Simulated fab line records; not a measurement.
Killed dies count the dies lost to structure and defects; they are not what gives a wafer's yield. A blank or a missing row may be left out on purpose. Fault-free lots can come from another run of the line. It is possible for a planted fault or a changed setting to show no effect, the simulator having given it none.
Lot-split experiment / flow n5 finfet / on a route of 1938 steps: 7 lots, 21 wafers read

== ABOUT THE SPLIT ==
At N5_DUMMY_GATE_COAT_34 (time 60 s, resist thk 60 nm), the setting spin rpm was moved away from the recipe's 1500 rpm on 6 of the 21 wafers read, by -3.3% to +10.5%. The other wafers ran this setting at the recipe's value.

== FROM THE SPLIT TO THE READING: what the file shows between them, 11 steps ==
- N5_DUMMY_GATE_EXPOSE_12: exposes mask GATE, target cd 25 nm (also split here: dose mj)
- N5_DUMMY_GATE_PEB_13: peb time 60 s
- N5_DUMMY_GATE_DEVELOP_14: develop time 30 s
- N5_DUMMY_GATE_CD_MEAS_15: target cd 25.8 nm
- N5_DUMMY_GATE_ETCH_29: etches underlayer in N2/H2, target depth 13 nm
- N5_DUMMY_GATE_ETCH_36: etches SiARC in CF4, target depth 13 nm
- N5_DUMMY_GATE_ETCH_37: etches SOC in N2/H2, target depth 60 nm, overetch 30 nm
- N5_DUMMY_GATE_STRIP_38: strips in N2/H2
- N5_DUMMY_GATE_STRIP_39: strips in N2/H2
- N5_DUMMY_GATE_TRIM_49: chemistry O2, time 29 s, target cd 14 nm
- N5_DUMMY_GATE_STRIP_40: strips in CF4

== THE READING ==
SOC_of_DUMMY_GATE_COAT_34.thk nm (the simulator's own value, which no gauge read), in nm, at N5_DUMMY_GATE_ETCH_31 (etches SiO2 in C4F6/O2, target depth 82.5 nm, time 27.5 s). The file does not state a usual value for it. Average 51.7 nm, standard deviation 0.27 nm, over the 15 wafers here run with the recipe.

wafer=L076.3; tool, chamber at the split=litho track-05, 0; spin rpm as run, rpm=1500; against the recipe=recipe; SOC_of_DUMMY_GATE_COAT_34.thk nm, nm=51.6; against lot-mates on the recipe=-
wafer=L076.4; tool, chamber at the split=litho track-05, 0; spin rpm as run, rpm=1500; against the recipe=recipe; SOC_of_DUMMY_GATE_COAT_34.thk nm, nm=51.4; against lot-mates on the recipe=-
wafer=L076.6; tool, chamber at the split=litho track-05, 0; spin rpm as run, rpm=1500; against the recipe=recipe; SOC_of_DUMMY_GATE_COAT_34.thk nm, nm=51.4; against lot-mates on the recipe=-
wafer=L077.3; tool, chamber at the split=litho track-05, 0; spin rpm as run, rpm=1500; against the recipe=recipe; SOC_of_DUMMY_GATE_COAT_34.thk nm, nm=51.8; against lot-mates on the recipe=-
wafer=L077.5; tool, chamber at the split=litho track-05, 0; spin rpm as run, rpm=1500; against the recipe=recipe; SOC_of_DUMMY_GATE_COAT_34.thk nm, nm=51.8; against lot-mates on the recipe=-
wafer=L077.6; tool, chamber at the split=litho track-05, 0; spin rpm as run, rpm=1500; against the recipe=recipe; SOC_of_DUMMY_GATE_COAT_34.thk nm, nm=51.8; against lot-mates on the recipe=-
wafer=L078.4; tool, chamber at the split=litho track-05, 0; spin rpm as run, rpm=1451; against the recipe=-3.3%; SOC_of_DUMMY_GATE_COAT_34.thk nm, nm=52.8; against lot-mates on the recipe=+1.0
wafer=L078.5; tool, chamber at the split=litho track-05, 0; spin rpm as run, rpm=1500; against the recipe=recipe; SOC_of_DUMMY_GATE_COAT_34.thk nm, nm=51.8; against lot-mates on the recipe=-
wafer=L078.6; tool, chamber at the split=litho track-05, 0; spin rpm as run, rpm=1500; against the recipe=recipe; SOC_of_DUMMY_GATE_COAT_34.thk nm, nm=51.8; against lot-mates on the recipe=-
wafer=L082.2; tool, chamber at the split=litho track-05, 0; spin rpm as run, rpm=1500; against the recipe=recipe; SOC_of_DUMMY_GATE_COAT_34.thk nm, nm=51.2; against lot-mates on the recipe=-
wafer=L082.4; tool, chamber at the split=litho track-05, 0; spin rpm as run, rpm=1500; against the recipe=recipe; SOC_of_DUMMY_GATE_COAT_34.thk nm, nm=51.6; against lot-mates on the recipe=-
wafer=L082.6; tool, chamber at the split=litho track-05, 0; spin rpm as run, rpm=1570; against the recipe=+4.7%; SOC_of_DUMMY_GATE_COAT_34.thk nm, nm=50.2; against lot-mates on the recipe=-1.2
wafer=L083.3; tool, chamber at the split=litho track-02, 0; spin rpm as run, rpm=1500; against the recipe=recipe; SOC_of_DUMMY_GATE_COAT_34.thk nm, nm=52; against lot-mates on the recipe=-
wafer=L083.5; tool, chamber at the split=litho track-02, 0; spin rpm as run, rpm=1500; against the recipe=recipe; SOC_of_DUMMY_GATE_COAT_34.thk nm, nm=52; against lot-mates on the recipe=-
wafer=L083.6; tool, chamber at the split=litho track-02, 0; spin rpm as run, rpm=1658; against the recipe=+10.5%; SOC_of_DUMMY_GATE_COAT_34.thk nm, nm=49.2; against lot-mates on the recipe=-2.8
wafer=L090.3; tool, chamber at the split=litho track-05, 0; spin rpm as run, rpm=1458; against the recipe=-2.8%; SOC_of_DUMMY_GATE_COAT_34.thk nm, nm=52.6; against lot-mates on the recipe=+0.5
wafer=L090.4; tool, chamber at the split=litho track-05, 0; spin rpm as run, rpm=1500; against the recipe=recipe; SOC_of_DUMMY_GATE_COAT_34.thk nm, nm=52; against lot-mates on the recipe=-
wafer=L090.6; tool, chamber at the split=litho track-05, 0; spin rpm as run, rpm=1500; against the recipe=recipe; SOC_of_DUMMY_GATE_COAT_34.thk nm, nm=52.2; against lot-mates on the recipe=-
wafer=L094.2; tool, chamber at the split=litho track-02, 0; spin rpm as run, rpm=1543; against the recipe=+2.9%; SOC_of_DUMMY_GATE_COAT_34.thk nm, nm=50.8; against lot-mates on the recipe=-0.6
wafer=L094.3; tool, chamber at the split=litho track-02, 0; spin rpm as run, rpm=1543; against the recipe=+2.9%; SOC_of_DUMMY_GATE_COAT_34.thk nm, nm=50.8; against lot-mates on the recipe=-0.6
wafer=L094.4; tool, chamber at the split=litho track-02, 0; spin rpm as run, rpm=1500; against the recipe=recipe; SOC_of_DUMMY_GATE_COAT_34.thk nm, nm=51.4; against lot-mates on the recipe=-

THE FIT
A straight line over all 21 wafers: SOC_of_DUMMY_GATE_COAT_34.thk nm changes by -0.268 nm for each +1% of spin rpm; r = -0.94; the points scatter about the line by 0.27 nm.
The same after taking each lot's own level away (the mean of its wafers on the recipe; 21 wafers): -0.258 nm for each +1%; r = -0.99; scatter 0.11 nm.
According to that fit, moving spin rpm by its largest amount changes the reading by 2.7 nm.
The span of the lots' own levels, 51.40 to 52.10 nm, comes to 2.6 times the standard deviation stated above.
Consequently the slope shifts little with the lot-to-lot level, the two slopes agreeing.
Check: for one of the wafers moved furthest among these (+10.5%), held out of the fit, the line's prediction against its lot-mates is -2.54 nm. It came out at -2.8 nm against them.

== THESE WAFERS: OTHER SPLITS ==
These wafers also went through other splits before the reading. Each is held against what the fit with the lots' levels taken away leaves over:
other split on the same wafers=N5_WELL_APT_COAT_02 spin rpm; wafers away from the commonest value=5; r with SOC_of_DUMMY_GATE_COAT_34.thk nm (lot level and that fit taken away)=-0.15
other split on the same wafers=N5_FIN_SAQP_PEB_14 peb time s; wafers away from the commonest value=6; r with SOC_of_DUMMY_GATE_COAT_34.thk nm (lot level and that fit taken away)=+0.01
other split on the same wafers=N5_FIN_SAQP_DEVELOP_15 develop time s; wafers away from the commonest value=8; r with SOC_of_DUMMY_GATE_COAT_34.thk nm (lot level and that fit taken away)=+0.17
other split on the same wafers=N5_FIN_SAQP_SPACER1_ALD_24 ald cycles; wafers away from the commonest value=9; r with SOC_of_DUMMY_GATE_COAT_34.thk nm (lot level and that fit taken away)=+0.04
other split on the same wafers=N5_DUMMY_GATE_EXPOSE_12 dose mj; wafers away from the commonest value=8; r with SOC_of_DUMMY_GATE_COAT_34.thk nm (lot level and that fit taken away)=+0.29

== THE WHOLE CHAIN: every reading that the file lists as answering this split, in the file's order ==
step=N5_DUMMY_GATE_COAT_34; what it does=time 60 s, resist thk 60 nm; reading=SOC_of_DUMMY_GATE_COAT_34.thk nm (the simulator's own value, which no gauge read); change (the file's fit)=-0.289 nm for each +1% of the setting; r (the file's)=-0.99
step=N5_DUMMY_GATE_ETCH_37; what it does=etches SOC in N2/H2, target depth 60 nm, overetch 30 nm; reading=etch.depth nm (the simulator's own value, which no gauge read); change (the file's fit)=-0.286 nm for each +1% of the setting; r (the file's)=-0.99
step=N5_DUMMY_GATE_ETCH_31; what it does=etches SiO2 in C4F6/O2, target depth 82.5 nm, time 27.5 s; reading=SOC_of_DUMMY_GATE_COAT_34.thk nm (the simulator's own value, which no gauge read); change (the file's fit)=-0.26 nm for each +1% of the setting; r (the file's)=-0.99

== FILE'S OWN FIT ==
SOC_of_DUMMY_GATE_COAT_34.thk nm changes by -0.26 nm for each +1% of spin rpm, r = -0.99.
